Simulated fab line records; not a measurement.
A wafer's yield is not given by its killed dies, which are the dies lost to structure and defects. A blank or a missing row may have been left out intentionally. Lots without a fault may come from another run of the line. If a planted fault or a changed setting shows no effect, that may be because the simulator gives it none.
Chamber matching :: flow n5 finfet :: pecvd-02 running N5_FIN_SAQP_PECVD_48: 3 sister chambers
The step deposits SiNx from SiH4/NH3/N2, target thk 25 nm, time 22.1 s. 3 wafers are shown with their chamber, then 9 later ones without.

## EACH WAFER AND ITS CHAMBER
wafer: L089.1
chamber: 0
throttle valve pct (%): 38.9

wafer: L089.5
chamber: 2
throttle valve pct (%): 36.6

wafer: L089.6
chamber: 1
throttle valve pct (%): 41.5

## WAFERS MISSING THEIR CHAMBER
wafer: L090.2
throttle valve pct (%): 41.6

wafer: L090.5
throttle valve pct (%): 38.9

wafer: L090.6
throttle valve pct (%): 41.8

wafer: L094.1
throttle valve pct (%): 39.3

wafer: L094.2
throttle valve pct (%): 36.9

wafer: L094.3
throttle valve pct (%): 41.5

wafer: L095.2
throttle valve pct (%): 39.0

wafer: L095.3
throttle valve pct (%): 41.6

wafer: L095.5
throttle valve pct (%): 39.0

## CHAMBER TAKEN BY EACH
wafer: L090.2
from the rows above: 1
in truth: 1

wafer: L090.5
from the rows above: 0
in truth: 0

wafer: L090.6
from the rows above: 1
in truth: 1

wafer: L094.1
from the rows above: 0
in truth: 0

wafer: L094.2
from the rows above: 2
in truth: 2

wafer: L094.3
from the rows above: 1
in truth: 1

wafer: L095.2
from the rows above: 0
in truth: 0

wafer: L095.3
from the rows above: 1
in truth: 1

wafer: L095.5
from the rows above: 0
in truth: 0
Placed correctly: 9 of 9. Can't be placed from these rows: 0. Placed wrongly: 0.
How it was worked out, from the rows above alone: a wafer's distance from a chamber is the root of the sum, over the readings, of the square of ((its reading less the chamber's mean) divided by the reading's scatter). The wafer belongs to the nearest chamber; if the next one is less than 2 further off, it can't be placed. For every chamber, the mean is computed from those of its wafers that are shown. The scatter (one wafer shown for each chamber): square how far every hidden wafer sits from the nearest shown wafer, average those squares and take the square root.
